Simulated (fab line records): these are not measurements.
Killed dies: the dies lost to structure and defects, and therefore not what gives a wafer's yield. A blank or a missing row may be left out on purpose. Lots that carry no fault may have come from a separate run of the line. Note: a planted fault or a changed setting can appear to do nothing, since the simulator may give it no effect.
fab line records | flow nand-harc | part 1 of 2: steps 1 to 4 of 6
record lots=20 wafers=60 last-day=32
route steps=1302 shown A_CHANNEL_HOLE_D2@591 A_STAIRCASE@651
lots that met no fault: from a run of the same line without faults
start-h: hours from the record's opening day to when the first of the lot's shown wafers began | wait-h: how many hours have passed since the lot's step before this one | " identical to the entry in the row above | L1.1+2: several wafers, shown together as one row | - no value, or no start given | * or withheld: withheld | < > ~ a bound
route shown NAME@n: names a module that has steps shown in the file, with the first one's number in the route | usual: mean and standard deviation over wafers with no fault | same: alike in all rows | chamber/n: place in a boat | sites: per-site readings | _std_site: standard deviation across them | _edge_site: the outer-site mean with the inner-site mean subtracted | radius-mm: how far each site lies from the wafer's centre | mask NAME#n: copy n | behind: the tool/chamber that last shaped the wafer | hold: what put the lot on hold/how long, in hours/how the hold closed | device: transistor that didn't switch, given as n, p or np | end of line: at the end of the route, the tests of the same wafers | where a step has no rows: the recipe by itself | killed: at the first sort, the dies lost to defects and structure; wafer yield is something else | map: per-die view of a wafer (x killed, . not killed, _ where there is no die)
set.NAME: the run value of the setting; set.NAME@STEP: its run value at that earlier step | model.NAME: the simulator's own value behind a step, which no gauge read
steps of the route over a sample of lots; a table a step, a row a wafer
services: from which hour (start-h, from the record's first day; less than 0 if before it) a tool's chamber was out of use, for how many hours, and why
## steps
# step NHARC_A_CHANNEL_HOLE_D2_ETCH_19
# recipe bias-v=1200 source-w=2500 pressure-mtorr=15 time-s=34.5 ar-flow-sccm=375 c4f8-flow-sccm=28.8 o2-flow-sccm=96.2 temp-c=-20 target-depth-a=* chemistry=C4F8/O2/Ar
# usual c4f8-flow-sccm=28.79/0.087 drypump-motor-current-A=5.51/0.24 showerhead-plenum-p-Torr=3.74/0.092 throttle-valve-pct=37.038/0.0089
# columns lot.wafer tool chamber start-h wait-h c4f8-flow-sccm drypump-motor-current-A rf-hours-counter-h showerhead-plenum-p-Torr throttle-valve-pct
L074.1 har-etch-01 0 290.28 4.8 28.72 5.64 153 3.74 37.049
L074.2 " 1 " " 28.89 5.47 153 3.74 37.056
L074.6 " 0 " " 28.76 5.62 - 3.74 37.030
L075.1 har-etch-01 0 314.94 2.0 28.98 5.67 168 3.73 37.044
L075.4 " 1 " " 28.85 5.50 - 3.73 37.044
L075.5 " 0 " " 28.83 5.66 - 3.73 37.029
L076.1 har-etch-02 0 315.10 1.7 28.68 5.76 355 3.64 37.035
L076.4 " 1 " " 28.83 5.05 - 3.77 37.026
L076.5 " 0 " " 28.84 5.76 - 3.64 37.040
L077.2 har-etch-01 0 319.14 3.7 28.77 5.64 172 3.73 37.025
L077.4 " 1 " " 28.71 5.49 - 3.73 37.051
L077.5 " 0 " " 28.75 5.65 - 3.73 37.041
L078.1 har-etch-02 1 332.03 0.6 28.75 5.05 382 3.76 37.033
L078.2 " 0 " " 28.87 5.75 367 3.63 37.035
L078.6 " 0 " " 28.77 5.74 - 3.63 37.031
L079.2 har-etch-01 0 345.32 0.7 28.85 5.64 188 3.72 37.037
L079.4 " 1 " " 28.79 5.51 - 3.72 37.050
L079.5 " 1 " " 28.87 5.51 - 3.72 37.041
L080.1 har-etch-01 1 351.44 0.1 28.83 5.49 192 3.72 37.034
L080.2 " 0 " " 28.93 5.64 192 3.72 37.034
L080.6 " 0 " " 28.89 5.64 - 3.72 37.033
L081.1 har-etch-02 0 359.44 1.6 28.84 5.77 382 3.62 37.020
L081.4 " 1 " " 28.67 5.06 - 3.75 37.029
L081.5 " 0 " " 28.80 5.76 - 3.62 37.045
L085.2 har-etch-02 1 408.85 2.5 28.66 5.08 11 3.74 37.042
L085.3 " 0 " " 28.90 5.75 - 3.98 37.039
L085.6 " 1 " " 28.71 5.07 - 3.74 37.028
L086.1 har-etch-02 0 413.06 1.9 28.86 5.76 15 3.98 37.036
L086.3 " 1 " " 28.70 5.07 - 3.74 37.061
L086.4 " 0 " " 28.88 5.77 - 3.98 37.035
L087.1 har-etch-01 0 413.90 2.1 28.78 5.65 241 3.69 37.040
L087.2 " 1 " " 28.82 5.48 241 3.69 37.042
L087.3 " 0 " " 28.80 5.63 - 3.69 37.032
L089.2 har-etch-01 1 442.94 0.1 28.69 5.49 249 3.69 37.044
L089.4 " 1 " " 28.71 5.49 - 3.69 37.029
L089.5 " 0 " " 28.84 5.65 - 3.69 37.044
L088.2 har-etch-02 1 443.22 0.1 28.72 5.06 27 3.73 37.042
L088.5 " 0 " " 28.83 5.77 - 3.97 37.051
L088.6 " 1 " " 28.78 5.07 - 3.73 37.036
L090.2 har-etch-01 0 456.30 0.6 28.78 5.65 260 3.68 37.032
L090.4 " 1 " " 28.69 5.50 - 3.68 37.034
L090.5 " 1 " " 28.82 5.47 - 3.68 37.048
L091.2 har-etch-02 0 459.23 2.9 28.82 5.76 38 3.96 37.062
L091.3 " 1 " " 28.77 5.05 - 3.73 37.037
L091.4 " 0 " " 28.77 5.78 - 3.96 37.035
L092.2 har-etch-02 1 475.42 2.2 28.69 5.08 49 3.72 37.040
L092.4 " 0 " " 28.56 5.77 - 3.96 37.014
L092.6 " 1 " " 28.85 5.07 - 3.72 37.046
L094.1 har-etch-01 0 484.81 0.1 28.87 5.64 279 3.67 37.039
L094.2 " 1 " " 28.69 5.49 279 3.67 37.044
L094.3 " 1 " " 28.70 5.50 - 3.67 37.036
L095.1 har-etch-01 1 498.55 0.1 28.80 5.49 283 3.67 37.047
L095.2 " 0 " " 28.58 5.65 283 3.67 37.040
L095.6 " 1 " " 28.88 5.47 - 3.67 37.033
L096.1 har-etch-02 0 509.58 2.5 28.68 5.74 69 3.95 37.013
L096.4 " 1 " " 28.89 5.07 - 3.71 37.048
L096.6 " 1 " " 28.85 5.06 - 3.71 37.031
L097.1 har-etch-01 0 515.58 0.1 28.71 5.62 295 3.66 37.042
L097.3 " 0 " " 28.65 5.64 - 3.66 37.033
L097.5 " 0 " " 28.66 5.63 - 3.66 37.049
# step NHARC_A_CHANNEL_HOLE_D2_ETCH_24
# recipe bias-v=5000 source-w=withheld pressure-mtorr=20 time-s=906.2 ar-flow-sccm=375 c4f8-flow-sccm=93.8 o2-flow-sccm=31.2 temp-c=-20 target-depth-a=15000 chemistry=C4F8/O2/Ar
# usual c4f8-flow-sccm=93.80/0.28 drypump-motor-current-A=5.51/0.24 showerhead-plenum-p-Torr=3.69/0.088 throttle-valve-pct=32.235/0.0092
# columns lot.wafer tool chamber start-h wait-h c4f8-flow-sccm drypump-motor-current-A rf-hours-counter-h showerhead-plenum-p-Torr throttle-valve-pct
L074.1 har-etch-01 0 292.40 0.6 93.36 5.64 155 3.69 32.230
L074.2 " 1 " " 93.53 5.48 155 3.69 32.234
L074.6 " 0 " " 92.98 5.64 - 3.69 32.230
L075.1 har-etch-01 0 317.19 0.6 93.89 5.68 171 3.69 32.238
L075.4 " 1 " " 93.87 5.51 - 3.68 32.235
L075.5 " 0 " " 94.03 5.65 - 3.68 32.244
L076.1 har-etch-02 0 317.24 0.6 93.61 5.76 358 3.60 32.229
L076.4 " 1 " " 93.55 5.05 - 3.72 32.237
L076.5 " 0 " " 93.70 5.75 - 3.60 32.233
L077.2 har-etch-01 0 321.35 0.6 93.70 5.65 174 3.68 32.232
L077.4 " 1 " " 93.56 5.49 - 3.68 32.245
L077.5 " 0 " " 93.92 5.66 - 3.68 32.217
L078.1 har-etch-02 1 334.15 0.6 93.62 5.07 384 3.71 32.223
L078.2 " 0 " " 93.96 5.77 369 3.59 32.245
L078.6 " 0 " " 93.97 5.76 - 3.59 32.242
L079.2 har-etch-01 0 347.45 0.6 93.63 5.64 190 3.67 32.240
L079.4 " 1 " " 94.18 5.50 - 3.67 32.248
L079.5 " 1 " " 94.26 5.50 - 3.67 32.238
L080.1 har-etch-01 1 353.56 0.6 93.73 5.51 194 3.67 32.232
L080.2 " 0 " " 93.94 5.66 194 3.67 32.256
L080.6 " 0 " " 93.85 5.65 - 3.67 32.246
L081.1 har-etch-02 0 361.58 0.6 93.70 5.78 384 3.58 32.241
L081.4 " 1 " " 93.73 5.06 - 3.71 32.241
L081.5 " 0 " " 93.68 5.78 - 3.58 32.228
L085.2 har-etch-02 1 411.00 0.6 94.12 5.08 13 3.69 32.239
L085.3 " 0 " " 93.69 5.80 - 3.92 32.237
L085.6 " 1 " " 94.32 5.07 - 3.69 32.233
L086.1 har-etch-02 0 415.30 0.6 93.74 5.75 17 3.92 32.225
L086.3 " 1 " " 93.99 5.06 - 3.69 32.228
L086.4 " 0 " " 93.85 5.73 - 3.92 32.250
L087.1 har-etch-01 0 416.02 0.6 93.75 5.64 243 3.65 32.228
L087.2 " 1 " " 93.91 5.49 243 3.65 32.231
L087.3 " 0 " " 93.86 5.63 - 3.65 32.229
L089.2 har-etch-01 1 445.17 0.6 93.67 5.48 251 3.64 32.222
L089.4 " 1 " " 93.95 5.48 - 3.64 32.244
L089.5 " 0 " " 93.59 5.64 - 3.64 32.246
L088.2 har-etch-02 1 445.46 0.6 93.96 5.06 29 3.69 32.239
L088.5 " 0 " " 93.74 5.77 - 3.91 32.218
L088.6 " 1 " " 94.18 5.05 - 3.69 32.245
L090.2 har-etch-01 0 458.43 0.6 93.60 5.65 262 3.64 32.232
L090.4 " 1 " " 94.42 5.49 - 3.63 32.234
L090.5 " 1 " " 93.66 5.50 - 3.64 32.247
L091.2 har-etch-02 0 461.47 0.6 93.83 5.78 40 3.91 32.225
L091.3 " 1 " " 94.19 5.07 - 3.68 32.231
L091.4 " 0 " " 93.84 5.77 - 3.90 32.238
L092.2 har-etch-02 1 477.54 0.6 93.74 5.04 52 3.67 32.254
L092.4 " 0 " " 94.05 5.77 - 3.90 32.222
L092.6 " 1 " " 94.06 5.05 - 3.67 32.222
L094.1 har-etch-01 0 486.94 0.6 93.54 5.63 282 3.63 32.211
L094.2 " 1 " " 93.98 5.49 282 3.62 32.244
L094.3 " 1 " " 94.14 5.49 - 3.63 32.240
L095.1 har-etch-01 1 500.68 0.6 93.61 5.48 285 3.62 32.238
L095.2 " 0 " " 93.24 5.64 285 3.62 32.239
L095.6 " 1 " " 93.29 5.49 - 3.62 32.222
L096.1 har-etch-02 0 511.72 0.6 93.66 5.75 71 3.89 32.260
L096.4 " 1 " " 93.56 5.06 - 3.66 32.225
L096.6 " 1 " " 93.79 5.06 - 3.66 32.215
L097.1 har-etch-01 0 517.71 0.6 94.17 5.64 297 3.62 32.249
L097.3 " 0 " " 94.23 5.63 - 3.62 32.217
L097.5 " 0 " " 94.06 5.63 - 3.62 32.226
# step NHARC_A_CHANNEL_HOLE_D2_ETCH_26
# recipe bias-v=300 source-w=2000 pressure-mtorr=30 time-s=224.1 ar-flow-sccm=375 c4f8-flow-sccm=11.4 o2-flow-sccm=113.6 temp-c=-20 target-depth-a=3000 chemistry=C4F8/O2/Ar
# usual c4f8-flow-sccm=11.40/0.035 drypump-motor-current-A=5.51/0.23 showerhead-plenum-p-Torr=3.74/0.093 throttle-valve-pct=24.583/0.0099
# columns lot.wafer tool chamber start-h wait-h c4f8-flow-sccm drypump-motor-current-A rf-hours-counter-h showerhead-plenum-p-Torr throttle-valve-pct
L074.1 har-etch-01 0 294.04 0.7 11.44 5.64 157 3.74 24.586
L074.2 " 1 " " 11.38 5.48 157 3.74 24.578
L074.6 " 0 " " 11.42 5.63 - 3.74 24.578
L075.1 har-etch-01 0 318.77 0.6 11.37 5.62 172 3.73 24.588
L075.4 " 1 " " 11.40 5.52 - 3.73 24.586
L075.5 " 0 " " 11.41 5.65 - 3.73 24.589
L076.1 har-etch-02 0 318.89 0.7 11.34 5.76 359 3.64 24.600
L076.4 " 1 " " 11.42 5.07 - 3.77 24.590
L076.5 " 0 " " 11.36 5.75 - 3.64 24.550
L077.2 har-etch-01 0 322.89 0.6 11.40 5.63 176 3.73 24.574
L077.4 " 1 " " 11.38 5.48 - 3.73 24.579
L077.5 " 0 " " 11.34 5.64 - 3.73 24.608
L078.1 har-etch-02 1 335.79 0.7 11.38 5.06 386 3.76 24.584
L078.2 " 0 " " 11.38 5.75 371 3.63 24.553
L078.6 " 0 " " 11.42 5.76 - 3.63 24.574
L079.2 har-etch-01 0 349.09 0.7 11.41 5.66 191 3.72 24.576
L079.4 " 1 " " 11.37 5.47 - 3.72 24.582
L079.5 " 1 " " 11.43 5.50 - 3.72 24.558
L080.1 har-etch-01 1 355.22 0.7 11.36 5.48 195 3.72 24.584
L080.2 " 0 " " 11.35 5.65 195 3.72 24.590
L080.6 " 0 " " 11.38 5.65 - 3.72 24.578
L081.1 har-etch-02 0 363.22 0.7 11.51 5.78 386 3.62 24.577
L081.4 " 1 " " 11.37 5.08 - 3.76 24.561
L081.5 " 0 " " 11.47 5.75 - 3.62 24.590
L085.2 har-etch-02 1 412.65 0.7 11.41 5.07 15 3.74 24.594
L085.3 " 0 " " 11.44 5.75 - 3.98 24.579
L085.6 " 1 " " 11.42 5.07 - 3.74 24.569
L086.1 har-etch-02 0 416.84 0.6 11.39 5.78 19 3.98 24.580
L086.3 " 1 " " 11.41 5.06 - 3.74 24.586
L086.4 " 0 " " 11.38 5.76 - 3.98 24.596
L087.1 har-etch-01 0 417.66 0.7 11.43 5.64 245 3.69 24.588
L087.2 " 1 " " 11.35 5.50 245 3.69 24.587
L087.3 " 0 " " 11.38 5.64 - 3.69 24.591
L089.2 har-etch-01 1 446.73 0.6 11.43 5.49 253 3.69 24.581
L089.4 " 1 " " 11.44 5.49 - 3.69 24.589
L089.5 " 0 " " 11.43 5.65 - 3.69 24.587
L088.2 har-etch-02 1 447.38 0.6 11.40 5.07 30 3.74 24.585
L088.5 " 0 " " 11.41 5.79 - 3.97 24.574
L088.6 " 1 " " 11.38 5.07 - 3.74 24.579
L090.2 har-etch-01 0 460.08 0.7 11.42 5.63 264 3.68 24.587
L090.4 " 1 " " 11.36 5.48 - 3.68 24.585
L090.5 " 1 " " 11.33 5.49 - 3.68 24.578
L091.2 har-etch-02 0 463.03 0.6 11.36 5.77 42 3.97 24.584
L091.3 " 1 " " 11.41 5.06 - 3.73 24.594
L091.4 " 0 " " 11.34 5.76 - 3.97 24.598
L092.2 har-etch-02 1 479.18 0.7 11.36 5.05 53 3.72 24.577
L092.4 " 0 " " 11.38 5.74 - 3.96 24.586
L092.6 " 1 " " 11.41 5.07 - 3.72 24.575
L094.1 har-etch-01 0 488.59 0.7 11.40 5.64 283 3.67 24.598
L094.2 " 1 " " 11.41 5.50 283 3.67 24.584
L094.3 " 1 " " 11.41 5.49 - 3.67 24.580
L095.1 har-etch-01 1 502.34 0.7 11.37 5.48 287 3.67 24.591
L095.2 " 0 " " 11.40 5.65 287 3.67 24.582
L095.6 " 1 " " 11.37 5.48 - 3.67 24.580
L096.1 har-etch-02 0 513.37 0.7 11.39 5.75 72 3.95 24.574
L096.4 " 1 " " 11.40 5.07 - 3.71 24.592
L096.6 " 1 " " 11.33 5.08 - 3.71 24.570
L097.1 har-etch-01 0 519.36 0.7 11.36 5.66 298 3.66 24.567
L097.3 " 0 " " 11.38 5.62 - 3.66 24.586
L097.5 " 0 " " 11.37 5.65 - 3.66 24.572
# step NHARC_A_STAIRCASE_ETCH_169
# recipe target-depth-a=500 time-s=107.1 ion-energy-ev=120 ch3f-flow-sccm=50 o2-flow-sccm=30 ar-flow-sccm=200 rf-w=500 bias-w=100 chemistry=CH3F/O2
# usual bias-w=100.01/0.28 drypump-motor-current-A=5.8/0.47 oes-product-au=0.963/0.018 rf-vpp-V=245.0/1.8 showerhead-plenum-p-Torr=2.50/0.11 throttle-valve-pct=20.663/0.0095
# columns lot.wafer tool chamber start-h wait-h bias-w drypump-motor-current-A oes-product-au rf-hours-counter-h rf-vpp-V showerhead-plenum-p-Torr throttle-valve-pct
L074.2 rie-diel-06 2 347.46 0.1 100.07 6.3 0.939 11 246.7 2.66 20.647
L074.1 " 0 " " 99.96 6.1 0.985 8 244.5 2.40 20.675
L074.6 " 1 " " 99.72 5.6 0.960 - 243.5 2.35 20.683
L075.4 rie-diel-10 3 371.86 0.1 100.15 5.7 0.974 38 244.3 2.49 20.674
L075.1 " 1 " " 99.93 5.5 0.974 39 247.1 2.62 20.662
L075.5 " 3 " " 99.74 5.8 0.979 - 246.4 2.49 20.679
L076.4 rie-diel-06 0 371.98 0.1 100.12 6.2 1.001 15 243.9 2.40 20.654
L076.1 " 1 " " 100.01 5.5 0.970 15 243.5 2.35 20.654
L076.5 " 3 " " 99.88 6.2 0.967 - 243.8 2.40 20.664
L077.2 rie-diel-08 0 377.88 0.1 99.68 6.1 0.963 0 247.8 2.66 20.670
L077.4 " 1 " " 99.97 5.5 0.961 1 245.2 2.48 20.667
L077.5 " 3 " " 99.91 5.1 0.939 - 245.2 2.52 20.668
L078.1 rie-diel-06 3 389.48 0.1 100.46 6.2 0.964 29 242.8 2.39 20.660
L078.2 " 2 " " 100.02 6.3 0.973 27 245.7 2.65 20.660
L078.6 " 3 " " 100.11 6.2 0.954 - 243.9 2.39 20.662
L079.4 rie-diel-10 3 403.75 0.1 99.87 5.8 0.949 52 244.6 2.48 20.666
L079.2 " 0 " " 100.20 5.0 0.977 49 247.7 2.64 20.657
L079.5 " 2 " " 100.32 5.1 0.976 - 247.6 2.64 20.665
L080.1 rie-diel-06 1 409.94 0.1 100.05 5.6 0.944 26 242.5 2.34 20.671
L080.2 " 2 " " 99.79 6.3 0.954 33 247.8 2.65 20.663
L080.6 " 0 " " 99.99 6.2 0.964 - 243.6 2.40 20.661
L081.1 rie-diel-10 2 414.74 0.1 99.41 5.1 0.960 50 247.2 2.64 20.666
L081.4 " 1 " " 99.77 5.5 0.956 54 246.8 2.61 20.646
L081.5 " 3 " " 100.12 5.7 0.929 - 243.9 2.48 20.653
L085.3 rie-diel-06 2 467.90 0.1 99.32 6.4 0.969 56 245.3 2.64 20.672
L085.2 " 3 " " 99.53 6.2 0.957 57 243.3 2.38 20.663
L085.6 " 3 " " 99.75 6.2 0.969 - 244.9 2.38 20.660
L087.3 rie-diel-08 3 468.03 0.1 99.87 5.1 0.951 34 245.2 2.51 20.656
L087.1 " 1 " " 100.00 5.5 0.965 31 244.5 2.47 20.661
L087.2 " 2 " " 100.68 6.3 1.000 33 244.4 2.46 20.665
L086.4 rie-diel-08 3 468.20 0.1 99.82 5.1 0.939 34 244.2 2.51 20.666
L086.1 " 0 " " 100.14 6.1 0.968 32 246.8 2.65 20.669
L086.3 " 2 " " 100.10 6.3 0.955 33 245.2 2.46 20.668
L088.2 rie-diel-06 2 504.73 0.2 99.92 6.3 0.917 4 245.5 2.63 20.677
L088.6 " 3 " " 100.58 6.2 0.929 - 242.5 2.38 20.664
L088.5 " 0 " " 99.81 6.1 0.945 - 243.9 2.38 20.659
L089.4 rie-diel-06 2 505.96 0.1 99.93 6.3 0.960 5 247.7 2.63 20.668
L089.2 " 3 " " 100.00 6.2 0.971 5 242.1 2.38 20.654
L089.5 " 1 " " 99.96 5.5 0.976 - 243.1 2.33 20.660
L091.2 rie-diel-08 0 512.89 0.2 99.72 6.0 0.963 48 247.8 2.64 20.663
L091.4 " 1 " " 99.77 5.5 0.932 47 245.6 2.46 20.648
L091.3 " 2 " " 100.14 6.3 0.949 50 243.5 2.45 20.651
L090.2 rie-diel-08 3 512.96 0.1 100.30 5.1 0.938 51 244.9 2.50 20.657
L090.4 " 0 " " 99.98 6.1 0.958 48 247.5 2.64 20.662
L090.5 " 1 " " 100.44 5.5 0.950 - 245.1 2.46 20.665
L092.2 rie-diel-10 1 533.46 0.1 99.92 5.5 0.979 17 247.0 2.61 20.657
L092.4 " 2 " " 99.75 5.1 0.953 22 247.7 2.63 20.661
L092.6 " 3 " " 100.50 5.8 0.955 - 244.0 2.47 20.678
L094.1 rie-diel-10 2 542.32 0.1 99.92 5.1 0.957 28 247.1 2.63 20.665
L094.2 " 3 " " 100.41 5.7 0.945 29 243.7 2.47 20.663
L094.3 " 0 " " 100.00 5.0 0.936 28 248.0 2.63 20.661
L095.1 rie-diel-08 2 554.06 0.1 99.86 6.3 0.980 0 244.3 2.45 20.669
L095.2 " 0 " " 100.00 6.1 0.968 0 246.0 2.64 20.673
L095.6 " 2 " " 99.69 6.3 0.977 - 245.5 2.45 20.664
L096.1 rie-diel-06 3 565.62 0.1 100.24 6.2 0.964 30 243.5 2.37 20.664
L096.4 " 1 " " 100.17 5.6 0.988 32 243.1 2.32 20.666
L096.6 " 3 " " 99.40 6.2 0.973 - 243.6 2.37 20.658
L097.1 rie-diel-06 2 570.77 0.1 100.39 6.3 0.958 30 246.1 2.62 20.650
L097.3 " 3 " " 100.01 6.2 0.961 32 243.1 2.37 20.664
L097.5 " 2 " " 100.39 6.3 0.965 - 245.5 2.62 20.643
